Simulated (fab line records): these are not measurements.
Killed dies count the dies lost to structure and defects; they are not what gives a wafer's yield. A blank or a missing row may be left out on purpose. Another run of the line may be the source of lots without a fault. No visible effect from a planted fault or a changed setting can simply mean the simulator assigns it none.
fab line records    flow nandHarc
record: lots: 13  wafers: 39  lastDay: 24
route steps=1159 shown A_CONTACT@945 HYBRID_BOND@1099 THIN_TSV@1116 END@1159
lots untouched by any fault: they come from a run of this same line in which no faults occurred
startH: hours from the record's opening day to when the first of the lot's shown wafers began    waitH: hours since the lot's step before    " as in the row above    L1.1+2: one row covering several wafers at once    - either no value or no given start    * or withheld: withheld    < > ~ a bound
route shown NAME@n: names a module that has steps shown in the file, with the first one's number in the route    usual: the fault-free wafers' mean and standard deviation    same: alike in all rows    chamber/n: place in a boat    sites: readings site by site    _std_site: their standard deviation    _edge_site: mean of outer sites minus mean of inner sites    radiusMm: for every site, how far away it sits from the centre of the wafer    mask NAME#n: copy n    behind: the most recent tool/chamber to have shaped the wafer    hold: reason for holding the lot/hours on hold/outcome of the hold    device: which transistor (n, p or np) failed to switch    end of line: the route-end tests of the same wafers    for a step that has no rows: nothing shown but its recipe    killed: dies that structure and defects cost at the first sort, which is not the same as the wafer's yield    map: dies across one wafer; x = killed, . = not, _ = none there
set.NAME: setting as actually run; set.NAME@STEP: the setting as run at that earlier step    model.NAME: the simulator's own value behind a step, which no gauge read
a sample of lots followed through the steps of the route, with each step as a table and each wafer as a row
services: from which hour (startH, from the record's first day; less than 0 if before it) a tool's chamber was out of use, for how many hours, and why
== steps ==
step: NHARC_A_CONTACT_ETCH_136
recipe: sourceW: withheld  pressureMtorr: 20  biasV: 3000  timeS: 132  targetDepthA: 12870  arFlowSccm: withheld  c4f8FlowSccm: withheld  o2FlowSccm: withheld  chemistry: C4F8/O2/Ar
lot.wafer  tool           chamber  startH  waitH  rfHoursCounterH
L149.2     harCapEtch-01  0        383.07  0.1    59
L149.1     "              1        "       "      59
L149.3     "              0        "       "      -
L152.2     harCapEtch-01  1        385.37  0.1    60
L152.3     "              1        "       "      -
L152.5     "              0        "       "      -
L150.2     harCapEtch-02  0        393.99  0.1    12
L150.3     "              1        "       "      -
L150.5     "              1        "       "      -
L151.2     harCapEtch-01  0        395.53  0.1    62
L151.1     "              1        "       "      62
L151.3     "              0        "       "      -
L153.2     harCapEtch-01  0        410.13  0.1    64
L153.4     "              0        "       "      -
L153.5     "              0        "       "      -
L155.1     harCapEtch-02  1        415.49  0.1    16
L155.2     "              0        "       "      16
L155.4     "              0        "       "      -
L154.2     harCapEtch-01  1        416.82  0.1    65
L154.5     "              0        "       "      -
L154.6     "              1        "       "      -
L156.3     harCapEtch-02  1        422.94  0.1    -
L156.6     "              1        "       "      -
L156.5     "              0        "       "      -
L157.1     harCapEtch-03  0        437.58  0.1    92
L157.4     "              1        "       "      -
L157.5     "              0        "       "      -
L158.1     harCapEtch-03  1        441.49  0.1    92
L158.6     "              1        "       "      -
L158.5     "              0        "       "      -
L167.1     harCapEtch-02  1        483.54  0.1    29
L167.2     "              0        "       "      29
L167.4     "              1        "       "      -
L165.1     harCapEtch-02  0        492.21  0.1    30
L165.4     "              0        "       "      -
L165.5     "              1        "       "      -
L170.3     harCapEtch-03  1        520.69  0.1    -
L170.6     "              0        "       "      -
L170.5     "              1        "       "      -
step: NHARC_HYBRID_BOND_OVL_MEAS_05
usual: overlayXNm: 0/35  overlayYNm: 0/32
lot.wafer  tool        chamber  startH  waitH  overlayXNm  overlayYNm
L149.1     overlay-02  -        421.48  0.4    -18         41
L149.2     "           -        "       "      -25         13
L149.3     "           -        "       "      -40         -1
L152.2     overlay-01  -        421.49  0.4    -87         29
L152.3     "           -        "       "      26          -1
L152.5     "           -        "       "      8           -8
L151.1     overlay-01  -        434.19  0.4    12          -20
L151.2     "           -        "       "      68          -4
L151.3     "           -        "       "      -8          3
L150.2     overlay-02  -        434.20  0.4    5           -34
L150.3     "           -        "       "      4           32
L150.5     "           -        "       "      36          35
L153.2     overlay-02  -        445.34  0.4    30          56
L153.4     "           -        "       "      15          51
L153.5     "           -        "       "      20          7
L155.1     overlay-02  -        449.60  0.4    62          51
L155.2     "           -        "       "      38          -56
L155.4     "           -        "       "      31          9
L154.2     overlay-01  -        449.60  0.4    -3          -19
L154.5     "           -        "       "      -8          -27
L154.6     "           -        "       "      -27         17
L156.3     overlay-02  -        464.07  0.4    23          11
L156.5     "           -        "       "      4           19
L156.6     "           -        "       "      -16         14
L157.1     overlay-02  -        473.18  0.4    32          -7
L157.4     "           -        "       "      64          14
L157.5     "           -        "       "      -40         28
L158.1     overlay-01  -        473.18  0.4    -3          -9
L158.5     "           -        "       "      20          -20
L158.6     "           -        "       "      8           -3
L167.1     overlay-01  -        523.15  0.4    0           -5
L167.2     "           -        "       "      56          0
L167.4     "           -        "       "      -57         -7
L165.1     overlay-01  -        531.79  0.4    41          -98
L165.4     "           -        "       "      -58         9
L165.5     "           -        "       "      98          8
L170.3     overlay-01  -        556.72  0.4    31          35
L170.5     "           -        "       "      -20         -23
L170.6     "           -        "       "      40          20
step: NHARC_THIN_TSV_CD_MEAS_12
recipe: targetCdNm: 1000  landingEnergyEv: 500
usual: cdNm: 1000.9/1.6
lot.wafer  tool      chamber  startH  waitH  cdNm
L149.1     cdSem-02  0        424.29  -      1002.9
L149.2     "         0        "       "      1001.6
L149.3     "         0        "       "      1001.7
L152.2     cdSem-01  0        425.29  -      1001.2
L152.3     "         0        "       "      1003.1
L152.5     "         0        "       "      1001.9
L151.1     cdSem-02  0        436.94  -      998.6
L151.2     "         0        "       "      998.7
L151.3     "         0        "       "      999.6
L150.2     cdSem-01  0        438.00  -      1001.2
L150.3     "         0        "       "      1000.6
L150.5     "         0        "       "      1001.1
L153.2     cdSem-02  0        448.26  -      1000.8
L153.4     "         0        "       "      1000.8
L153.5     "         0        "       "      1000.2
L155.1     cdSem-03  0        452.58  -      999.7
L155.2     "         0        "       "      1000.2
L155.4     "         0        "       "      1001.9
L154.2     cdSem-03  0        453.61  -      1001.2
L154.5     "         0        "       "      1000.1
L154.6     "         0        "       "      999.9
L156.3     cdSem-01  0        466.82  -      1000.8
L156.5     "         0        "       "      1000.0
L156.6     "         0        "       "      1000.6
L157.1     cdSem-01  0        476.20  -      1000.3
L157.4     "         0        "       "      1000.6
L157.5     "         0        "       "      1000.6
L158.1     cdSem-01  0        477.81  -      1001.2
L158.5     "         0        "       "      999.7
L158.6     "         0        "       "      1001.8
L167.1     cdSem-01  0        525.89  -      999.3
L167.2     "         0        "       "      1000.9
L167.4     "         0        "       "      999.0
L165.1     cdSem-01  0        535.60  -      1001.6
L165.4     "         0        "       "      1003.8
L165.5     "         0        "       "      1005.1
L170.3     cdSem-01  0        560.54  -      1002.4
L170.5     "         0        "       "      1001.2
L170.6     "         0        "       "      1003.1
step: NHARC_THIN_TSV_ETCH_44
recipe: targetDepthA: 15942  timeS: 797.1  cf4FlowSccm: 150  o2FlowSccm: 10  arFlowSccm: 0  rfW: 300  biasW: 800  chemistry: CF4/O2
usual: drypumpMotorCurrentA: 6.0/0.46  oesProductAu: 0.995/0.0098  rfVppV: 794/3.9  showerheadPlenumPTorr: 1.83/0.062  throttleValvePct: 16.913/0.0094
lot.wafer  tool        chamber  startH  waitH  drypumpMotorCurrentA  oesProductAu  rfHoursCounterH  rfVppV  showerheadPlenumPTorr  throttleValvePct
L149.1     rieDiel-01  3        424.54  0.1    6.4                   1.022         7                790     1.75                   16.918
L149.2     "           0        "       "      6.4                   1.009         7                799     1.91                   16.912
L149.3     "           2        "       "      4.9                   1.007         7                792     1.80                   16.921
L152.3     rieDiel-10  3        425.65  0.2    6.0                   0.995         8                790     1.76                   16.929
L152.2     "           0        "       "      5.8                   1.004         8                791     1.78                   16.928
L152.5     "           1        "       "      6.1                   1.010         -                794     1.82                   16.934
L151.3     rieDiel-01  3        437.19  0.1    6.5                   1.009         7                790     1.75                   16.906
L151.1     "           0        "       "      6.3                   0.998         7                799     1.91                   16.913
L151.2     "           1        "       "      6.3                   1.009         8                799     1.91                   16.910
L150.2     rieDiel-10  2        438.25  0.1    5.5                   0.983         9                796     1.84                   16.896
L150.3     "           1        "       "      6.1                   1.005         8                793     1.81                   16.921
L150.5     "           2        "       "      5.5                   0.988         -                794     1.83                   16.903
L153.2     rieDiel-12  1        448.50  0.1    5.8                   0.993         4                795     1.85                   16.916
L153.4     "           0        "       "      6.2                   0.985         3                792     1.79                   16.923
L153.5     "           1        "       "      5.8                   0.996         -                795     1.85                   16.929
L155.4     rieDiel-12  3        452.82  0.1    6.7                   0.987         5                796     1.87                   16.884
L155.2     "           0        "       "      6.2                   0.984         4                792     1.79                   16.897
L155.1     "           1        "       "      5.7                   0.981         4                796     1.85                   16.920
L154.2     rieDiel-10  2        453.97  0.2    5.5                   0.994         11               795     1.83                   16.910
L154.6     "           0        "       "      5.8                   1.000         -                791     1.78                   16.908
L154.5     "           1        "       "      6.1                   1.000         -                794     1.81                   16.909
L156.3     rieDiel-10  2        467.18  0.2    5.5                   0.998         12               795     1.83                   16.931
L156.5     "           0        "       "      5.8                   0.991         -                791     1.77                   16.926
L156.6     "           1        "       "      6.1                   0.987         -                793     1.81                   16.908
L157.1     rieDiel-10  2        476.51  0.1    5.5                   0.986         14               795     1.83                   16.910
L157.4     "           3        "       "      6.0                   0.986         13               788     1.75                   16.908
L157.5     "           2        "       "      5.5                   1.004         -                794     1.83                   16.908
L158.1     rieDiel-10  3        478.23  0.2    6.0                   1.002         13               790     1.75                   16.922
L158.6     "           0        "       "      5.8                   1.001         -                791     1.77                   16.913
L158.5     "           1        "       "      6.1                   0.988         -                795     1.81                   16.912
L167.4     rieDiel-01  2        526.14  0.1    4.8                   0.997         1                791     1.80                   16.914
L167.2     "           0        "       "      6.4                   0.990         2                800     1.91                   16.920
L167.1     "           1        "       "      6.3                   0.980         2                798     1.91                   16.928
L165.4     rieDiel-12  0        535.90  0.1    6.1                   0.979         9                791     1.79                   16.918
L165.1     "           1        "       "      5.8                   0.981         9                795     1.85                   16.903
L165.5     "           0        "       "      6.2                   0.994         -                791     1.79                   16.909
L170.3     rieDiel-01  1        560.89  0.2    6.3                   0.976         4                799     1.91                   16.923
L170.5     "           3        "       "      6.5                   0.998         -                789     1.75                   16.906
L170.6     "           0        "       "      6.3                   0.990         -                799     1.91                   16.909
step: NHARC_END_SORT_01
recipe: tempC: 25
usual: killedAtArray: 26/10  killedAtOther: 0.5/0.87  killedAtPeriphery: 3.0/2.5  killedDies: 29/11  killedOpen: 3.3/1.9  killedShort: 1.8/1.5
same: grossDies: 677
lot.wafer  tool       chamber  startH  waitH  killedAtArray  killedAtOther  killedAtPeriphery  killedDies  killedOpen  killedShort
L167.1     prober-02  0        541.95  2.5    102            0              4                  106         5           0
L167.2     prober-02  0        542.75  2.8    31             0              5                  36          9           5
L167.4     prober-02  0        544.35  3.4    95             0              1                  96          4           1
L165.1     prober-01  0        550.11  2.5    30             0              0                  30          3           3
L165.4     prober-01  0        552.51  3.4    30             1              0                  31          4           2
L165.5     prober-01  0        553.31  3.7    92             0              2                  94          2           2
killed by level:class
L167.1 A_CONTACT:unspecified=68 A_SLIT:chamberFilmFlake=18 A_CONTACT:chamberFilmFlake=4 P_GATE:chamberFilmFlake=3 A_CHANNEL_HOLE_D1:chamberFilmFlake=3 A_SGD_CUT:geometricParticle:open=2 A_CONTACT:geometricParticle:open=2 A_STAIRCASE:chamberFilmFlake=2
L167.2 A_SLIT:chamberFilmFlake=10 A_CONTACT:geometricParticle:open=4 A_CHANNEL_HOLE_D1:chamberFilmFlake=4 A_CONTACT:chamberFilmFlake=4 P_M0:geometricParticle:open=2 A_M0:geometricParticle:short=2 P_GATE:chamberFilmFlake=2 A_ONON_D1:geometricParticle:short=1
L167.4 A_CONTACT:unspecified=71 A_SLIT:chamberFilmFlake=12 A_CHANNEL_HOLE_D1:chamberFilmFlake=3 A_ONON_D1:geometricParticle:open=2 A_CONTACT:chamberFilmFlake=2 A_STAIRCASE:chamberFilmFlake=2 P_GATE:geometricParticle:open=1 A_CONTACT:geometricParticle:open=1
L165.1 A_CHANNEL_HOLE_D1:chamberFilmFlake=15 A_STAIRCASE:chamberFilmFlake=4 A_CONTACT:chamberFilmFlake=4 A_WL_FILL:geometricParticle:short=2 A_WL_FILL:geometricParticle:open=1 A_CONTACT:geometricParticle:short=1 A_BLC:geometricParticle:open=1 A_M0:geometricParticle:open=1
L165.4 A_CHANNEL_HOLE_D1:chamberFilmFlake=17 A_STAIRCASE:chamberFilmFlake=5 A_WL_FILL:geometricParticle:open=3 A_ONON_D1:geometricParticle:short=1 A_M0:geometricParticle:open=1 STARTING-WAFER:geometricParticle:short=1 A_WL_FILL:chamberFilmFlake=1 A_CONTACT:chamberFilmFlake=1
L165.5 A_CONTACT:unspecified=67 A_CHANNEL_HOLE_D1:chamberFilmFlake=18 P_GATE:chamberFilmFlake=2 A_ONON_D1:geometricParticle:open=1 A_SGD_CUT:geometricParticle:open=1 A_SGD_CUT:geometricParticle:short=1 A_WL_FILL:geometricParticle:short=1 A_STAIRCASE:chamberFilmFlake=1
== services ==
tool           chamber  startH  hours  kind
rieDiel-10     0        362.51  -      clean
rieDiel-10     1        362.51  -      clean
rieDiel-10     2        362.51  -      clean
rieDiel-10     3        362.51  -      clean
rieDiel-10     1        365.55  6.6    repair
rieDiel-12     -        379.43  9.0    pm
rieDiel-10     0        387.01  -      clean
rieDiel-10     1        387.01  -      clean
rieDiel-10     2        387.01  -      clean
rieDiel-10     3        387.01  -      clean
rieDiel-01     1        405.93  4.3    repair
harCapEtch-03  -        407.80  0.5    repair
rieDiel-10     0        411.51  -      clean
rieDiel-10     1        411.51  -      clean
rieDiel-10     2        411.51  -      clean
rieDiel-10     3        411.51  -      clean
rieDiel-10     1        434.23  1.6    repair
rieDiel-12     2        487.17  6.4    repair
rieDiel-01     -        491.84  9.0    pm
rieDiel-12     2        522.60  8.2    repair
rieDiel-01     3        530.24  20.2   repair
rieDiel-10     -        530.51  9.0    pm
harCapEtch-03  -        545.00  17.0   pm
rieDiel-12     -        556.43  9.0    pm
== key ==
firstSign: step: NHARC_END_SORT_01  reading: killedAtArray  direction: up  sigmas: 7  usual: 26  struck: 96
effect: step: NHARC_END_SORT_01  reading: killedDies  direction: up  sigmas: 6.5  usual: 29  struck: 99
moreKillsBornAt: NHARC_A_CONTACT_ETCH_136@harCapEtch-02: 206
metAt NHARC_A_CONTACT_ETCH_136
struckLots L165,L167
struckWafers L165.5,L167.1,L167.4
testerLeftOut L165,L167
notActingAt NHARC_HYBRID_BOND_OVL_MEAS_05,NHARC_THIN_TSV_CD_MEAS_12,NHARC_THIN_TSV_ETCH_44
onsetBetween 422.94 483.54
fault: kind: chamberParticleSource  tool: harCapEtch-02  chamber: 1  onsetH: 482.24  steps: NHARC_A_CONTACT_ETCH_136  ratePerVisitCm2: 2.041  endH: 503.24
testerLeftOut: of these lots the tester's yield and bins aren't shown, on N5 and GAA mostly nor the transistor test; their killed dies are dies lost to structure and defects alone, not to doping, threshold or leakage, so they don't give the yield
